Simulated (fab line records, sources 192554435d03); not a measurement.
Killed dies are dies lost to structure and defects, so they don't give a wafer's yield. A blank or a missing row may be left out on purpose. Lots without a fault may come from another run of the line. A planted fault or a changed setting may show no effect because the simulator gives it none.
fab line records | flow n5_finfet
record lots=6 wafers=18 last_day=17
route steps=1938 shown BEOL_M6@1228
lots that met no fault: from a run of the same line without faults
start_h: hours from the record's first day to the start of the lot's first wafer shown | wait_h: hours since the lot's step before | " the same as in the row above | L1.1+2: a row that stands for several wafers | - no value, or no start given | * or withheld: withheld | < > ~ a bound
route shown NAME@n: a module of which the file shows steps, and the number in the route of the first | usual: mean/standard deviation of fault-free wafers | same: alike in all rows | chamber/n: place in a boat | sites: the reading at each site | _std_site: their standard deviation | _edge_site: outer sites' mean less inner sites' | radius_mm: how far each site lies from the wafer's centre | mask NAME#n: copy n | behind: the tool/chamber that last shaped the wafer | hold: why the lot was held/for how many hours/how that ended | device: the transistor (n, p or np) that didn't switch | end of line: the same wafers' tests at the end of the route | a step without rows: its recipe alone | killed: dies lost to structure and defects at the first sort, not the wafer's yield | map: a wafer's dies, x killed, . not, _ none there
set.NAME: the setting as run; set.NAME@STEP: as run at that earlier step | model.NAME: the simulator's own value behind a step, which no gauge read
lots at some steps of the route; a table a step, a row a wafer
services: from which hour (start_h, from the record's first day; less than 0 if before it) a tool's chamber was out of use, for how many hours, and why
## steps
# step N5_BEOL_M6_OVL_MEAS_29
# recipe points_per_wafer=522
# usual V5_OVL=-0.3/0.65
# same points_per_wafer=522
# columns lot.wafer tool chamber start_h wait_h V5_OVL[nm]
L374.1 overlay-02 0 224.16 0.0 -0.2
L374.3 " 0 " " 0.5
L374.6 " 0 " " 0.8
L373.1 overlay-02 0 224.33 0.0 -0.4
L373.3 " 0 " " -0.3
L373.5 " 0 " " -0.9
L376.2 overlay-02 0 235.13 0.0 -1.2
L376.3 " 0 " " 0.3
L376.6 " 0 " " -1.0
L386.1 overlay-02 0 290.41 0.0 -1.1
L386.3 " 0 " " -0.1
L386.6 " 0 " " -0.6
L387.1 overlay-01 0 309.79 0.0 0.7
L387.4 " 0 " " -0.2
L387.6 " 0 " " 0.0
L389.2 overlay-02 0 313.11 0.0 -0.5
L389.4 " 0 " " -0.5
L389.5 " 0 " " -0.4
# step N5_BEOL_M6_INSPECT_30
# recipe mode=adi inspect_instrument=brightfield
# usual raw_defect_count=454/110
# columns lot.wafer tool chamber start_h wait_h raw_defect_count
L374.1 defect_inspect-01 - 224.22 0.1 577
L374.3 " - " " 427
L374.6 " - " " 420
L373.1 defect_inspect-01 - 224.39 0.1 589
L373.3 " - " " 797
L373.5 " - " " 791
L376.2 defect_inspect-02 - 235.18 0.0 301
L376.3 " - " " 381
L376.6 " - " " 457
L386.1 defect_inspect-02 - 290.47 0.1 439
L386.3 " - " " 437
L386.6 " - " " 543
L387.1 defect_inspect-02 - 309.85 0.1 548
L387.4 " - " " 424
L387.6 " - " " 467
L389.2 defect_inspect-01 - 313.16 0.0 531
L389.4 " - " " 461
L389.5 " - " " 474
# step N5_BEOL_M6_DESCUM_33
# recipe chemistry=O2 time_s=7 source_power_w=50 bias_power_w=20 pressure_mtorr=20 rf_frequency_hz=2.712e+07 temp_c=40 resist=CAR-EUV o2_flow_sccm=225
# usual drypump_motor_current_A=5.6/0.42 o2_flow_sccm=225.0/0.68 oes_product_au=0.81/0.089 rf_vpp_V=242.8/1.2 showerhead_plenum_p_Torr=2.06/0.049 throttle_valve_pct=20.29/0.22
# same time_s=7
# columns lot.wafer tool chamber start_h wait_h drypump_motor_current_A o2_flow_sccm oes_product_au rf_hours_counter_h rf_vpp_V showerhead_plenum_p_Torr throttle_valve_pct
L374.1 rie_diel-03 2 224.56 0.3 5.6 224.7 0.89 45 243.9 2.11 19.84
L374.3 " 3 " " 5.4 224.8 0.67 247 241.7 2.06 20.88
L374.6 " 1 " " 5.1 225.6 0.87 - 244.8 2.13 20.27
L373.1 rie_diel-04 0 224.86 0.5 6.1 225.8 0.71 247 242.8 2.03 20.28
L373.3 " 1 " " 5.4 224.9 0.87 44 241.7 2.04 20.37
L373.5 " 2 " " 5.5 225.1 0.81 - 242.8 2.04 20.18
L376.2 rie_diel-04 0 235.21 0.0 6.1 225.6 0.70 252 242.4 2.03 20.30
L376.3 " 1 " " 5.4 225.0 0.87 49 242.2 2.04 20.38
L376.6 " 0 " " 6.0 225.7 0.70 - 243.4 2.03 20.29
L386.1 rie_diel-04 3 290.80 0.3 5.0 224.4 0.74 196 242.4 1.97 20.37
L386.3 " 1 " " 5.4 224.4 0.83 74 241.6 2.03 20.40
L386.6 " 0 " " 6.0 225.0 0.97 - 242.6 2.03 20.07
L387.1 rie_diel-04 0 309.96 0.1 6.1 226.2 0.94 10 241.9 2.03 20.07
L387.4 " 1 " " 5.4 224.8 0.82 81 241.8 2.03 20.42
L387.6 " 2 " " 5.5 224.7 0.77 - 241.3 2.02 20.24
L389.2 rie_diel-03 3 313.20 0.0 5.4 226.2 0.93 19 243.2 2.06 20.53
L389.4 " 1 " " 5.1 224.0 0.82 59 242.5 2.12 20.35
L389.5 " 1 " " 5.1 225.1 0.82 - 244.4 2.12 20.34
# step N5_BEOL_M6_ETCH_72
# recipe chemistry=N2/H2 target=underlayer target_depth_a=65 mask_material=CAR-EUV time_s=5.2 ion_energy_ev=200 pressure_mtorr=30 source_w=840 bias_w=150 n2_flow_sccm=200 h2_flow_sccm=200 ends=cleared
# usual drypump_motor_current_A=5.6/0.42 etch_rf_on_time_s=5.17/0.12 oes_product_au=0.69/0.078 rf_vpp_V=522.9/2 showerhead_plenum_p_Torr=2.50/0.057 throttle_valve_pct=17.71/0.26
# columns lot.wafer tool chamber start_h wait_h drypump_motor_current_A etch_rf_on_time_s oes_product_au rf_hours_counter_h rf_vpp_V showerhead_plenum_p_Torr throttle_valve_pct
L374.1 rie_diel-03 2 224.60 0.0 5.6 5.10 0.75 45 526.0 2.59 17.37
L374.3 " 3 " " 5.4 5.17 0.58 247 524.5 2.51 18.35
L374.6 " 1 " " 5.1 4.93 0.76 - 523.8 2.58 17.72
L373.1 rie_diel-04 0 224.90 0.0 6.1 5.15 0.60 247 521.3 2.47 17.70
L373.3 " 1 " " 5.4 5.10 0.74 44 520.9 2.48 17.82
L373.5 " 2 " " 5.5 5.10 0.69 - 522.3 2.45 17.32
L376.2 rie_diel-04 0 235.25 0.0 6.1 5.15 0.60 252 522.0 2.47 17.69
L376.3 " 1 " " 5.4 5.02 0.74 49 524.4 2.48 17.85
L376.6 " 0 " " 6.1 5.13 0.61 - 520.4 2.47 17.69
L386.1 rie_diel-04 3 290.84 0.0 5.0 5.36 0.62 196 519.0 2.44 18.09
L386.3 " 1 " " 5.4 5.16 0.72 74 523.5 2.47 17.86
L386.6 " 0 " " 6.1 5.18 0.83 - 522.6 2.46 17.39
L387.1 rie_diel-04 0 309.99 0.0 6.1 5.16 0.83 10 520.6 2.46 17.39
L387.4 " 1 " " 5.4 5.12 0.70 81 520.3 2.46 17.88
L387.6 " 2 " " 5.5 5.18 0.66 - 521.6 2.43 17.39
L389.2 rie_diel-03 3 313.23 0.0 5.4 5.05 0.81 19 521.6 2.50 17.95
L389.4 " 1 " " 5.1 5.02 0.72 59 523.9 2.56 17.79
L389.5 " 1 " " 5.1 5.03 0.73 - 523.5 2.56 17.76
# step N5_BEOL_M6_ETCH_65
# recipe chemistry=CF4 target=SiARC target_depth_a=156 mask_material=CAR-EUV time_s=26 ion_energy_ev=80 pressure_mtorr=40 source_w=545 bias_w=36 Ar_flow_sccm=100 cf4_flow_sccm=100 ends=cleared
# step N5_BEOL_M6_ETCH_66
# recipe chemistry=N2/H2 target=SOC target_depth_a=800 overetch_a=160 mask_material=SiARC temp_c=40 time_s=120 ion_energy_ev=200 pressure_mtorr=30 source_w=840 bias_w=150 n2_flow_sccm=200 h2_flow_sccm=200
# step N5_BEOL_M6_STRIP_69
# recipe chemistry=N2/H2 temp_c=40 n2_flow_sccm=200 h2_flow_sccm=200 rf_frequency_hz=6e+07
# step N5_BEOL_M6_STRIP_73
# recipe chemistry=N2/H2 temp_c=40 n2_flow_sccm=200 h2_flow_sccm=200 rf_frequency_hz=6e+07
# step N5_BEOL_M6_VIA_ETCH_34
# recipe chemistry=C4F6/O2 target=SiCOH_lowk target_depth_a=1263 mask_material=SOC taper_deg=4 time_s=50.9 ion_energy_ev=250 pressure_mtorr=30 source_w=345 bias_w=185 Ar_flow_sccm=300 C4F6_flow_sccm=10 O2_flow_sccm=10
# usual drypump_motor_current_A=5.6/0.42 oes_product_au=0.80/0.091 rf_vpp_V=656/15 run_length_s=74.0/0.49 showerhead_plenum_p_Torr=2.80/0.065 throttle_valve_pct=20.77/0.25
# same time_s=50.9
# columns lot.wafer tool chamber start_h wait_h drypump_motor_current_A oes_product_au rf_hours_counter_h rf_vpp_V run_length_s showerhead_plenum_p_Torr throttle_valve_pct
L374.1 rie_diel-03 2 224.74 0.0 5.6 0.88 45 676 73.5 2.87 20.26
L374.3 " 3 " " 5.4 0.68 247 654 73.6 2.78 21.20
L374.6 " 1 " " 5.1 0.88 - 626 73.4 2.90 20.81
L373.1 rie_diel-04 0 225.04 0.0 6.1 0.70 248 670 74.0 2.78 20.83
L373.3 " 1 " " 5.4 0.86 44 662 74.4 2.76 20.68
L373.5 " 2 " " 5.5 0.81 - 665 74.6 2.76 20.54
L376.2 rie_diel-04 0 235.39 0.0 6.1 0.71 253 669 73.7 2.78 20.83
L376.3 " 1 " " 5.4 0.86 49 665 74.4 2.75 20.69
L376.6 " 0 " " 6.1 0.69 - 669 73.7 2.78 20.84
L386.1 rie_diel-04 3 290.98 0.0 4.9 0.74 196 645 74.0 2.72 20.98
L386.3 " 1 " " 5.4 0.82 74 663 74.9 2.74 20.74
L386.6 " 0 " " 6.1 0.98 - 668 73.7 2.78 20.58
L387.1 rie_diel-04 0 310.14 0.0 6.1 0.96 10 669 73.6 2.77 20.59
L387.4 " 1 " " 5.4 0.83 81 663 74.5 2.74 20.74
L387.6 " 2 " " 5.5 0.76 - 664 74.4 2.74 20.58
L389.2 rie_diel-03 3 313.38 0.0 5.4 0.93 19 654 73.4 2.77 20.86
L389.4 " 1 " " 5.1 0.83 59 626 73.4 2.88 20.86
L389.5 " 1 " " 5.1 0.83 - 625 73.4 2.89 20.84
# step N5_BEOL_M6_STRIP_76
# recipe chemistry=C4F6/O2 resist=SiARC rf_frequency_hz=6e+07
# step N5_BEOL_M6_STRIP_36
# recipe chemistry=N2/H2 power_w=450 temp_c=40 pressure_mtorr=20 rf_frequency_hz=6e+07 overash_fraction=0.3 bias_power_w=7 h2_frac=0.5 n2_flow_sccm=200 h2_flow_sccm=200
# usual drypump_motor_current_A=5.6/0.42 oes_product_au=0.81/0.092 rf_vpp_V=59.2/1.4 showerhead_plenum_p_Torr=2.50/0.056 throttle_valve_pct=23.4/0.31
# columns lot.wafer tool chamber start_h wait_h drypump_motor_current_A oes_product_au rf_hours_counter_h rf_vpp_V showerhead_plenum_p_Torr throttle_valve_pct
L374.1 rie_diel-03 2 224.79 0.0 5.6 0.89 45 60.0 2.58 23.1
L374.3 " 3 " " 5.4 0.67 247 57.6 2.51 24.0
L374.6 " 1 " " 5.1 0.87 - 58.4 2.58 23.6
L373.1 rie_diel-04 0 225.10 0.0 6.1 0.70 248 60.7 2.47 23.1
L373.3 " 1 " " 5.4 0.87 44 59.5 2.47 23.7
L373.5 " 2 " " 5.5 0.81 - 58.2 2.45 22.9
L376.2 rie_diel-04 0 235.45 0.0 6.1 0.69 253 58.5 2.46 23.1
L376.3 " 1 " " 5.4 0.87 49 58.1 2.47 23.7
L376.6 " 0 " " 6.1 0.70 - 58.9 2.46 23.1
L386.1 rie_diel-04 3 291.03 0.0 4.9 0.74 196 61.0 2.44 23.8
L386.3 " 1 " " 5.4 0.84 74 58.3 2.46 23.8
L386.6 " 0 " " 6.1 0.99 - 57.6 2.46 23.1
L387.1 rie_diel-04 0 310.19 0.0 6.0 0.96 10 59.8 2.46 23.1
L387.4 " 1 " " 5.4 0.83 81 58.0 2.46 23.7
L387.6 " 2 " " 5.5 0.77 - 58.5 2.43 22.9
L389.2 rie_diel-03 3 313.43 0.0 5.5 0.92 19 61.6 2.50 23.7
L389.4 " 1 " " 5.1 0.81 59 58.1 2.56 23.6
L389.5 " 1 " " 5.1 0.82 - 57.3 2.56 23.7
# step N5_BEOL_M6_TRENCH_ETCH_37
# recipe chemistry=C4F6/O2 target_depth_a=944.35 target=SiCOH_lowk time_s=31.5 ion_energy_ev=250 pressure_mtorr=30 source_w=345 bias_w=185 Ar_flow_sccm=300 C4F6_flow_sccm=10 O2_flow_sccm=10
# usual drypump_motor_current_A=5.6/0.42 oes_product_au=0.80/0.09 rf_vpp_V=656/15 run_length_s=54.6/0.49 showerhead_plenum_p_Torr=2.80/0.065 throttle_valve_pct=20.80/0.25
# same time_s=31.5
# columns lot.wafer tool chamber start_h wait_h drypump_motor_current_A oes_product_au rf_hours_counter_h rf_vpp_V run_length_s showerhead_plenum_p_Torr throttle_valve_pct
L374.1 rie_diel-03 2 - - 5.6 0.88 45 676 54.0 2.87 20.29
L374.3 " 3 " " 5.4 0.67 247 654 54.0 2.78 21.23
L374.6 " 1 " " 5.1 0.87 - 626 53.9 2.90 20.82
L373.1 rie_diel-04 0 - - 6.0 0.71 248 669 54.1 2.78 20.87
L373.3 " 1 " " 5.4 0.87 44 665 55.1 2.76 20.71
L373.5 " 2 " " 5.5 0.81 - 666 55.5 2.76 20.56
L376.2 rie_diel-04 0 - - 6.1 0.69 253 670 54.2 2.78 20.88
L376.3 " 1 " " 5.4 0.86 49 663 55.4 2.75 20.73
L376.6 " 0 " " 6.0 0.70 - 668 54.6 2.78 20.87
L386.1 rie_diel-04 3 - - 4.9 0.73 196 645 54.5 2.72 21.00
L386.3 " 1 " " 5.4 0.82 74 663 55.7 2.74 20.77
L386.6 " 0 " " 6.0 0.97 - 670 54.4 2.78 20.62
L387.1 rie_diel-04 0 - - 6.0 0.96 10 670 54.4 2.77 20.63
L387.4 " 1 " " 5.4 0.82 81 665 55.1 2.74 20.76
L387.6 " 2 " " 5.5 0.76 - 665 54.7 2.74 20.61
L389.2 rie_diel-03 3 - - 5.4 0.92 19 654 54.1 2.77 20.89
L389.4 " 1 " " 5.1 0.83 59 625 54.2 2.88 20.87
L389.5 " 1 " " 5.1 0.83 - 626 54.2 2.88 20.89
# step N5_BEOL_M6_ETCH_41
# recipe chemistry=CH3F/O2 target=SiCN target_depth_a=297 taper_deg=2 time_s=52 ion_energy_ev=120 mask_material=TiN pressure_mtorr=30 source_w=395 bias_w=75 Ar_flow_sccm=150 CH3F_flow_sccm=30 O2_flow_sccm=20
# usual drypump_motor_current_A=5.6/0.42 oes_product_au=0.80/0.091 rf_vpp_V=296.9/1.2 run_length_s=75.1/0.5 showerhead_plenum_p_Torr=1.97/0.047 throttle_valve_pct=16.22/0.25
# columns lot.wafer tool chamber start_h wait_h drypump_motor_current_A oes_product_au rf_hours_counter_h rf_vpp_V run_length_s showerhead_plenum_p_Torr throttle_valve_pct model.etch.depth_nm
L374.1 rie_diel-03 2 224.86 - 5.6 0.88 45 297.8 74.3 2.02 15.72 20
L374.3 " 3 " " 5.4 0.67 247 297.3 74.9 1.95 16.74 19.5
L374.6 " 1 " " 5.1 0.89 - 298.6 74.4 2.04 16.17 20.29
L373.1 rie_diel-04 0 225.17 - 6.1 0.70 248 298.2 74.7 1.95 16.36 19.82
L373.3 " 1 " " 5.4 0.88 44 294.9 69.3 1.94 16.17 17.61
L373.5 " 2 " " 5.5 0.81 - 295.7 75.9 1.94 16.01 20.01
L376.2 rie_diel-04 0 235.52 - 6.0 0.71 253 299.0 75.4 1.95 16.35 19.84
L376.3 " 1 " " 5.4 0.87 49 296.4 69.4 1.94 16.18 17.67
L376.6 " 0 " " 6.0 0.70 - 296.9 74.7 1.95 16.37 19.77
L386.1 rie_diel-04 3 291.11 - 4.9 0.73 196 295.5 75.0 1.91 16.44 18.88
L386.3 " 1 " " 5.4 0.82 74 297.4 75.5 1.93 16.22 19.38
L386.6 " 0 " " 6.1 0.97 - 295.2 74.6 1.94 15.98 19.29
L387.1 rie_diel-04 0 310.26 - 6.1 0.96 10 297.1 75.1 1.94 15.99 19.82
L387.4 " 1 " " 5.4 0.81 81 296.5 75.6 1.93 16.24 19.72
L387.6 " 2 " " 5.4 0.77 - 295.2 75.4 1.92 16.08 19.71
L389.2 rie_diel-03 3 313.50 - 5.4 0.92 19 295.4 74.5 1.94 16.27 20
L389.4 " 1 " " 5.1 0.82 59 298.2 74.5 2.03 16.24 19.65
L389.5 " 1 " " 5.1 0.83 - 297.4 74.4 2.03 16.24 19.67
# step N5_BEOL_M6_STRIP_80
# recipe chemistry=N2/H2 time_s=10 power_w=450 temp_c=40 pressure_mtorr=20 rf_frequency_hz=6e+07 bias_power_w=7 n2_flow_sccm=200 h2_flow_sccm=200
## services
# columns tool chamber start_h hours kind
rie_diel-04 3 218.89 32.8 repair
rie_diel-03 3 234.65 - clean
rie_diel-03 3 234.65 - consumable_replace:focus_ring
rie_diel-03 3 234.65 20.9 scheduled_down
rie_diel-03 3 234.65 20.9 vent_cycle
rie_diel-04 0 251.90 - clean
rie_diel-04 0 251.90 - consumable_replace:focus_ring
rie_diel-04 0 251.90 31.1 scheduled_down
rie_diel-04 0 251.90 31.1 vent_cycle
## key
first_sign step=N5_BEOL_M6_ETCH_41 reading=run_length_s direction=down sigmas=11 usual=* struck=*
effect none on later readings
model_effect step=N5_BEOL_M6_ETCH_41 value=etch.depth_nm without=20.02 struck=17.64
met_at N5_BEOL_M6_ETCH_41
struck_wafers L373.3,L376.3
fault kind=process_parameter_drift tool=rie_diel-04 chamber=- onset_h=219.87 steps=N5_BEOL_M6_ETCH_41 channel=time_s offset=* shape=step end_h=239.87 scope=struck_wafers_only acts_in=* stated=*
